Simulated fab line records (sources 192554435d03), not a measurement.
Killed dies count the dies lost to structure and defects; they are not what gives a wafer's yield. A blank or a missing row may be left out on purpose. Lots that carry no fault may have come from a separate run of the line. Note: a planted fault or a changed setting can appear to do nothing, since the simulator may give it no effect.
The tool behind it: which one? / flow n5 finfet / Sampling: 11 lots, 29 wafers, 5 of 1938 route steps

== WHAT EACH GAUGE READ, for each wafer ==
N5_SD_EPI_P_INSPECT_26: inspects for defects (darkfield).
lot=L177; measured=day 3 15:45; on=defect inspect-01; raw defect count=199 157
lot=L180; measured=day 4 11:41; on=defect inspect-02; raw defect count=194 185 178
lot=L181; measured=day 4 14:55; on=defect inspect-02; raw defect count=234 183 162
lot=L182; measured=day 4 21:08; on=defect inspect-01; raw defect count=182 167 191
lot=L183; measured=day 5 04:16; on=defect inspect-01; raw defect count=277 164
lot=L186; measured=day 5 22:16; on=defect inspect-02; raw defect count=190 187 178
lot=L187; measured=day 6 03:35; on=defect inspect-02; raw defect count=189 133 158
lot=L191; measured=day 7 04:40; on=defect inspect-01; raw defect count=117 195
lot=L194; measured=day 7 22:46; on=defect inspect-02; raw defect count=161 181
lot=L195; measured=day 8 06:29; on=defect inspect-01; raw defect count=176 244 189
lot=L199; measured=day 9 06:23; on=defect inspect-01; raw defect count=180 156 144

N5_SDB_INSPECT_13: inspects for defects (brightfield).
lot=L177; measured=day 3 23:32; on=defect inspect-01; raw defect count=69 98
lot=L180; measured=day 4 19:07; on=defect inspect-02; raw defect count=69 55 40
lot=L181; measured=day 4 23:17; on=defect inspect-02; raw defect count=90 88 65
lot=L182; measured=day 5 06:24; on=defect inspect-01; raw defect count=62 66 75
lot=L183; measured=day 5 11:46; on=defect inspect-01; raw defect count=133 91
lot=L186; measured=day 6 05:58; on=defect inspect-02; raw defect count=52 48 74
lot=L187; measured=day 6 12:36; on=defect inspect-01; raw defect count=109 106 133
lot=L191; measured=day 7 12:23; on=defect inspect-01; raw defect count=53 55
lot=L194; measured=day 8 06:42; on=defect inspect-01; raw defect count=92 59
lot=L195; measured=day 8 14:01; on=defect inspect-01; raw defect count=24 84 59
lot=L199; measured=day 9 13:53; on=defect inspect-01; raw defect count=57 117 25

N5_BEOL_M4_RC_MEAS_101.
lot=L177; measured=day 8 11:25; on=prober-01; DIBL_N (mV/V)=36.9 35.2; DIBL_P (mV/V)=36.2 33.8; IOFF_N (nA/um)=0.16 0.14; IOFF_P (nA/um)=0.22 0.19; ION_N (uA/um)=660 671; ION_P (uA/um)=461 462; SS_N (mV/dec)=71.9 71.6; SS_P (mV/dec)=73.2 72.3; VT_N (mV)=249 254; VT_P (mV)=-249 -254
lot=L180; measured=day 8 20:05; on=prober-02; DIBL_N (mV/V)=36.2 36.8 40.1; DIBL_P (mV/V)=36.8 38.0 39.1; IOFF_N (nA/um)=0.14 0.16 0.21; IOFF_P (nA/um)=0.19 0.21 0.23; ION_N (uA/um)=661 674 681; ION_P (uA/um)=457 462 452; SS_N (mV/dec)=70.4 71.6 71.8; SS_P (mV/dec)=74.2 73.8 74.6; VT_N (mV)=252 249 246; VT_P (mV)=-254 -251 -253
lot=L181; measured=day 9 04:26; on=prober-02; DIBL_N (mV/V)=36.7 36.6 37.7; DIBL_P (mV/V)=35.6 36.1 37.9; IOFF_N (nA/um)=0.17 0.17 0.21; IOFF_P (nA/um)=0.20 0.21 0.23; ION_N (uA/um)=669 667 677; ION_P (uA/um)=450 458 460; SS_N (mV/dec)=71.4 71.7 72.2; SS_P (mV/dec)=73.6 72.8 74.1; VT_N (mV)=249 250 247; VT_P (mV)=-253 -249 -251
lot=L182; measured=day 9 12:21; on=prober-02; DIBL_N (mV/V)=34.6 39.8 39.2; DIBL_P (mV/V)=32.4 40.0 39.3; IOFF_N (nA/um)=0.12 0.20 0.18; IOFF_P (nA/um)=0.14 0.24 0.23; ION_N (uA/um)=672 696 694; ION_P (uA/um)=458 465 469; SS_N (mV/dec)=71.3 72.4 72.4; SS_P (mV/dec)=72.5 74.5 74.1; VT_N (mV)=255 250 248; VT_P (mV)=-256 -250 -251
lot=L183; measured=day 9 14:20; on=prober-01; DIBL_N (mV/V)=34.9 33.2; DIBL_P (mV/V)=34.5 32.8; IOFF_N (nA/um)=0.15 0.12; IOFF_P (nA/um)=0.22 0.19; ION_N (uA/um)=683 672; ION_P (uA/um)=473 470; SS_N (mV/dec)=70.9 70.8; SS_P (mV/dec)=72.8 72.7; VT_N (mV)=246 253; VT_P (mV)=-246 -249
lot=L186; measured=day 10 12:26; on=prober-01; DIBL_N (mV/V)=36.1 32.4 36.0; DIBL_P (mV/V)=36.6 30.0 36.9; IOFF_N (nA/um)=0.14 0.09 0.15; IOFF_P (nA/um)=0.20 0.12 0.21; ION_N (uA/um)=670 662 692; ION_P (uA/um)=461 453 468; SS_N (mV/dec)=70.8 70.4 70.9; SS_P (mV/dec)=73.4 71.4 72.8; VT_N (mV)=250 257 249; VT_P (mV)=-250 -257 -250
lot=L187; measured=day 10 12:43; on=prober-02; DIBL_N (mV/V)=36.1 36.9 37.1; DIBL_P (mV/V)=35.7 35.5 34.7; IOFF_N (nA/um)=0.15 0.17 0.17; IOFF_P (nA/um)=0.18 0.18 0.16; ION_N (uA/um)=656 689 647; ION_P (uA/um)=448 466 437; SS_N (mV/dec)=71.1 71.6 73.2; SS_P (mV/dec)=72.7 73.2 72.6; VT_N (mV)=253 248 253; VT_P (mV)=-253 -249 -255
lot=L191; measured=day 11 21:28; on=prober-02; DIBL_N (mV/V)=37.7 37.2; DIBL_P (mV/V)=38.0 36.0; IOFF_N (nA/um)=0.21 0.18; IOFF_P (nA/um)=0.27 0.24; ION_N (uA/um)=713 679; ION_P (uA/um)=486 466; SS_N (mV/dec)=71.9 72.1; SS_P (mV/dec)=74.5 72.7; VT_N (mV)=244 249; VT_P (mV)=-244 -247
lot=L194; measured=day 12 09:35; on=prober-01; DIBL_N (mV/V)=35.1 33.5; DIBL_P (mV/V)=35.4 33.8; IOFF_N (nA/um)=0.14 0.12; IOFF_P (nA/um)=0.19 0.17; ION_N (uA/um)=683 658; ION_P (uA/um)=471 456; SS_N (mV/dec)=70.4 70.8; SS_P (mV/dec)=72.8 71.8; VT_N (mV)=249 251; VT_P (mV)=-252 -252
lot=L195; measured=day 12 23:11; on=prober-01; DIBL_N (mV/V)=36.6 34.8 35.4; DIBL_P (mV/V)=38.3 35.2 37.6; IOFF_N (nA/um)=0.16 0.13 0.15; IOFF_P (nA/um)=0.25 0.19 0.23; ION_N (uA/um)=679 661 681; ION_P (uA/um)=473 459 470; SS_N (mV/dec)=73.0 71.9 71.8; SS_P (mV/dec)=73.3 73.0 74.2; VT_N (mV)=248 253 251; VT_P (mV)=-247 -253 -247
lot=L199; measured=day 13 22:28; on=prober-02; DIBL_N (mV/V)=39.1 33.5 38.9; DIBL_P (mV/V)=40.3 33.6 37.9; IOFF_N (nA/um)=0.23 0.14 0.22; IOFF_P (nA/um)=0.30 0.18 0.25; ION_N (uA/um)=704 688 683; ION_P (uA/um)=479 474 468; SS_N (mV/dec)=72.8 71.2 72.8; SS_P (mV/dec)=74.6 73.0 73.7; VT_N (mV)=243 248 246; VT_P (mV)=-245 -249 -244

== WHAT TOOL EACH LOT RAN ON (gives the tool, then ch and the chambers of the sampled wafers, and finally the start) ==
lot=L177; N5_ILD0_LINER_00=ald sin-01 ch 0,3, day 3 16:45; N5_SDB_COAT_04=litho track-03 ch 0, day 3 23:06
lot=L180; N5_ILD0_LINER_00=ald sin-03 ch 0,1,2, day 4 12:28; N5_SDB_COAT_04=litho track-02 ch 0, day 4 18:50
lot=L181; N5_ILD0_LINER_00=ald sin-02 ch 0,3, day 4 15:52; N5_SDB_COAT_04=litho track-04 ch 0, day 4 22:51
lot=L182; N5_ILD0_LINER_00=ald sin-03 ch 0,3, day 4 22:50; N5_SDB_COAT_04=litho track-02 ch 0, day 5 05:58
lot=L183; N5_ILD0_LINER_00=ald sin-03 ch 1,3, day 5 05:07; N5_SDB_COAT_04=litho track-02 ch 0, day 5 11:28
lot=L186; N5_ILD0_LINER_00=ald sin-01 ch 0,1,3, day 5 23:03; N5_SDB_COAT_04=litho track-03 ch 0, day 6 05:33
lot=L187; N5_ILD0_LINER_00=ald sin-02 ch 0,1, day 6 04:23; N5_SDB_COAT_04=litho track-02 ch 0, day 6 12:11
lot=L191; N5_ILD0_LINER_00=ald sin-01 ch 0,2, day 7 05:28; N5_SDB_COAT_04=litho track-02 ch 0, day 7 11:58
lot=L194; N5_ILD0_LINER_00=ald sin-01 ch 0,2, day 7 23:38; N5_SDB_COAT_04=litho track-02 ch 0, day 8 06:25
lot=L195; N5_ILD0_LINER_00=ald sin-02 ch 2,3, day 8 07:16; N5_SDB_COAT_04=litho track-02 ch 0, day 8 13:44
lot=L199; N5_ILD0_LINER_00=ald sin-03 ch 0,3, day 9 07:11; N5_SDB_COAT_04=litho track-04 ch 0, day 9 13:33
- N5_ILD0_LINER_00: material SiNx, target thk 4 nm, pulse time 1 s, purge time 2 s.
- N5_SDB_COAT_04: time 60 s, resist thk 18 nm.

== AS READ BY THE TOOLS THEMSELVES (means over the sampled wafers that have a number; for cases with no such wafer, the mark the record gives instead) ==
N5_ILD0_LINER_00.
lot=L177; tool=ald sin-01; heater power w (W)=897; precursor pulse height rel=0.993
lot=L180; tool=ald sin-03; heater power w (W)=819; precursor pulse height rel=0.993
lot=L181; tool=ald sin-02; heater power w (W)=764; precursor pulse height rel=1.006
lot=L182; tool=ald sin-03; heater power w (W)=944; precursor pulse height rel=1.008
lot=L183; tool=ald sin-03; heater power w (W)=793; precursor pulse height rel=1.013
lot=L186; tool=ald sin-01; heater power w (W)=845; precursor pulse height rel=0.981
lot=L187; tool=ald sin-02; heater power w (W)=785; precursor pulse height rel=1.002
lot=L191; tool=ald sin-01; heater power w (W)=739; precursor pulse height rel=0.994
lot=L194; tool=ald sin-01; heater power w (W)=753; precursor pulse height rel=0.984
lot=L195; tool=ald sin-02; heater power w (W)=788; precursor pulse height rel=0.983
lot=L199; tool=ald sin-03; heater power w (W)=882; precursor pulse height rel=1.000

N5_SDB_COAT_04.
lot=L177; tool=litho track-03; heater power total W (W)=427.1; run length s (s)=66.12
lot=L180; tool=litho track-02; heater power total W (W)=430.3; run length s (s)=66.26
lot=L181; tool=litho track-04; heater power total W (W)=426.5; run length s (s)=66.41
lot=L182; tool=litho track-02; heater power total W (W)=427.8; run length s (s)=66.37
lot=L183; tool=litho track-02; heater power total W (W)=427.6; run length s (s)=66.26
lot=L186; tool=litho track-03; heater power total W (W)=430.1; run length s (s)=65.94
lot=L187; tool=litho track-02; heater power total W (W)=428.7; run length s (s)=66.35
lot=L191; tool=litho track-02; heater power total W (W)=452.9; run length s (s)=61.50
lot=L194; tool=litho track-02; heater power total W (W)=450.6; run length s (s)=61.57
lot=L195; tool=litho track-02; heater power total W (W)=443.9; run length s (s)=63.10
lot=L199; tool=litho track-04; heater power total W (W)=427.8; run length s (s)=66.43

== THE ANSWER, worked out from the rows above alone ==
Rule: what is usual is taken from the lots themselves. The widest of any qualifying gaps counts: lots, ordered by their means at a reading, are off when they make up no more than a third of the lots, leave a main group of 4 or more, and stand apart from it by 3 or more times the standard deviation of that group's means. A main group is skipped when, at the precision printed for the reading in the tables above, its means are all equal. Also off: a lot with no number at a reading for which 4 or more lots have one. The other lots that the step has rows for count as sound. Order of review: gauges by route order, followed by the tools' own readings, for which a lot's mean as printed above is used. The first step at which some lot is off is used, and at that step the reading that is off furthest; a lot without a number counts as furthest.
Off, at N5_SDB_COAT_04 on run length s: L191, L194, L195. The main group has a mean of 66.27 s with a standard deviation of 0.16.
A tool fits if, at that step or a process step before it, it ran every lot that is off, and no sound lot after the first of them. One fits: N5_SDB_COAT_04 on litho track-02. Its last sound lot is L187 (day 6 12:11), its first lot that is off L191 (day 7 11:58): a fault that began between those two fits.
The tool's own readings at N5_SDB_COAT_04 bear it out: on the lots that are off they differ by more than 5 times the standard deviation of the sound lots' means. heater power total W reads 449.1 W there against 428.2 W on the sound lots; run length s reads 62.06 s there against 66.27 s on the sound lots.

== WHAT THE SIMULATOR PUT IN ==
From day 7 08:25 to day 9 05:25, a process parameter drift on litho track-02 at N5_SDB_COAT_04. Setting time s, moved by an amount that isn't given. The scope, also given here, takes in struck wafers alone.
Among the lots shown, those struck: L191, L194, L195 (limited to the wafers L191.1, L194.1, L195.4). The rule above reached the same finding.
